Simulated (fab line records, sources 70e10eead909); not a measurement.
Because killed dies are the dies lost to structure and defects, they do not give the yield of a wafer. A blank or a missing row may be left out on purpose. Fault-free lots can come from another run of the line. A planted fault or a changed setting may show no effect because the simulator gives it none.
8D (eight disciplines) problem report, filled in by code ; flow nand_harc ; the parts of the form that need people (team, actions taken, sign-off) are left out

## 1. WHAT WENT WRONG
NHARC_P_BONDPAD_ETCH_24, run_length_s: mean 77.7 s over 1 wafer from 1 lot; wafers with no fault: 94.3 s, standard deviation 0.45. Measured from the usual mean, that is -37 standard deviations.
The step: etches the open film in CF4/N2, target depth 30 nm, time 72.99 s.
The first sign was on wafer L900.2 at day 7 04:19, on rie_diel-11. At this step, 33 wafers from 11 lots have a number in the record. By rule, "out" or "out of limits" means more than 4 standard deviations away from the usual mean. All remaining wafers that have a number are taken as sound.

## 2. WHAT IT IS, AND WHAT IT ISN'T
question;is;is not
which readings at this step;run_length_s;drypump_motor_current_A, oes_product_au, rf_vpp_V, showerhead_plenum_p_Torr, throttle_valve_pct
which lots;L900;L897, L898, L912, L914, L915, L916, L917, L918, L919, L920
which wafers of those lots;L900.2;L900.1, L900.4
read on which tools;rie_diel-11;rie_diel-06, rie_diel-12
when;from day 7 04:19;"up to then (8 sound wafers); but 24 sound wafers of L912, L914, L915, L916, L917, L918, L919, L920 came after"

## 3. SUSPECTS, AND WHAT RULES EACH OUT
Counting: any tool at a process step up to the reading remains a suspect provided it ran every lot that is out. Sound lots after the first of them don't rule it out here, since some wafers of a struck lot are sound.
- rie_diel-11 at NHARC_P_BONDPAD_ETCH_24 (etches the open film in CF4/N2, target depth 30 nm, time 72.99 s): kept. It ran the lot that is out, L900 (day 7 04:19); its last sound lot up to then is L898 (day 6 20:40). Out on those wafers are its own readings of run_length_s.
- At NHARC_P_BONDPAD_ETCH_24, inside rie_diel-11: chamber 0 took the wafers that are out, while their sound lot-mates went through chambers 2, 3.
Remaining after the count: rie_diel-11 at NHARC_P_BONDPAD_ETCH_24.

## 4. THE CAUSE (what the simulator had put in)
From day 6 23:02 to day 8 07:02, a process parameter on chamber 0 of rie_diel-11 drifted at NHARC_P_BONDPAD_ETCH_24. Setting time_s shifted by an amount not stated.
Only this tool survived the counting.

## 5. THE CHAIN OF EFFECTS, in route order
Each row: a reading whose mean over the struck wafers that have a number lies more than 3 standard deviations from the usual. Readings are gone through only where the record gives a usual standard deviation; hours: the median, over the lots, of the time from a lot's start at the first step in this table giving one to that lot's start at this step; sigmas: the change measured in usual standard deviations.
hours;step;reading;usual;on struck wafers;change;sigmas
0;NHARC_P_BONDPAD_ETCH_24;run_length_s;94.3 s;77.7;-16.6;-37
Its process steps:
- NHARC_P_BONDPAD_ETCH_24: etches the open film in CF4/N2, target depth 30 nm, time 72.99 s.
Later steps that measure or inspect, where all struck wafers having a row at the step show a number for every such reading and not one has moved that far: NHARC_P_BONDPAD_THK_MEAS_20.

## 6. HOW IT WOULD HAVE BEEN CAUGHT EARLIER
In this record the first reading out of limits was taken at day 7 04:19, 5 hours after the fault began at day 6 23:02.
